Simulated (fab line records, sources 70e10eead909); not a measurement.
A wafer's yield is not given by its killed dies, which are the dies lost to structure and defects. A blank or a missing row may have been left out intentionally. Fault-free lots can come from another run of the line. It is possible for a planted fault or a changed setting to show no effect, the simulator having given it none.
Chamber matching / flow nand_harc / pecvd-03 running NHARC_A_STAIRCASE_DEP_259: 3 sister chambers
The step deposits SiON, target thk 30 nm. 14 wafers are shown with their chamber, then 7 later ones without.

== WAFERS, EACH WITH ITS CHAMBER ==
wafer=L075.3; chamber=1; heater_power_w (W)=571; heater_power_outer_w (W)=349
wafer=L075.4; chamber=2; heater_power_w (W)=694; heater_power_outer_w (W)=394
wafer=L075.5; chamber=1; heater_power_w (W)=558; heater_power_outer_w (W)=340
wafer=L077.2; chamber=1; heater_power_w (W)=579; heater_power_outer_w (W)=358
wafer=L077.3; chamber=0; heater_power_w (W)=783; heater_power_outer_w (W)=462
wafer=L077.4; chamber=2; heater_power_w (W)=597; heater_power_outer_w (W)=330
wafer=L081.2; chamber=0; heater_power_w (W)=791; heater_power_outer_w (W)=465
wafer=L081.4; chamber=1; heater_power_w (W)=665; heater_power_outer_w (W)=411
wafer=L081.5; chamber=0; heater_power_w (W)=772; heater_power_outer_w (W)=468
wafer=L083.1; chamber=0; heater_power_w (W)=743; heater_power_outer_w (W)=441
wafer=L083.4; chamber=2; heater_power_w (W)=628; heater_power_outer_w (W)=380
wafer=L083.5; chamber=1; heater_power_w (W)=586; heater_power_outer_w (W)=347
wafer=L082.3; chamber=0; heater_power_w (W)=678; heater_power_outer_w (W)=405
wafer=L082.4; chamber=2; heater_power_w (W)=644; heater_power_outer_w (W)=377

SIGNATURES (means of the wafers above)
reading=heater_power_w; chamber 0=753.40; chamber 1=591.80; chamber 2=640.75; scatter within a chamber=43.2
reading=heater_power_outer_w; chamber 0=448.20; chamber 1=361.00; chamber 2=370.25; scatter within a chamber=27.6
Rule: a wafer's distance from a chamber is the root of the sum, over the readings, of the square of ((its reading less the chamber's mean) divided by the reading's scatter). The wafer belongs to the nearest chamber; if the next one is less than 2 further off, it can't be placed. The scatter: the root of (the sum of the squares of (reading less its chamber's mean) over the shown wafers, divided by (wafers less chambers)).

== WAFERS WITH NO CHAMBER GIVEN ==
wafer=L082.6; heater_power_w (W)=675; heater_power_outer_w (W)=396
wafer=L088.2; heater_power_w (W)=761; heater_power_outer_w (W)=440
wafer=L088.3; heater_power_w (W)=641; heater_power_outer_w (W)=364
wafer=L088.6; heater_power_w (W)=591; heater_power_outer_w (W)=377
wafer=L096.3; heater_power_w (W)=705; heater_power_outer_w (W)=422
wafer=L096.4; heater_power_w (W)=666; heater_power_outer_w (W)=381
wafer=L096.5; heater_power_w (W)=687; heater_power_outer_w (W)=421

== EACH ONE'S CHAMBER ==
wafer=L082.6; from the rows above=can't be placed: 2 or 1 or 0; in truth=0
wafer=L088.2; from the rows above=0; in truth=0
wafer=L088.3; from the rows above=can't be placed: 2 or 1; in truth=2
wafer=L088.6; from the rows above=can't be placed: 1 or 2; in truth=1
wafer=L096.3; from the rows above=can't be placed: 0 or 2 or 1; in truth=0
wafer=L096.4; from the rows above=can't be placed: 2 or 1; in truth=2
wafer=L096.5; from the rows above=can't be placed: 0 or 2 or 1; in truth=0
1 of 7 placed correctly. From these rows, 6 cannot be placed; in 6 the true chamber is one of the candidates. 0 placed wrongly.
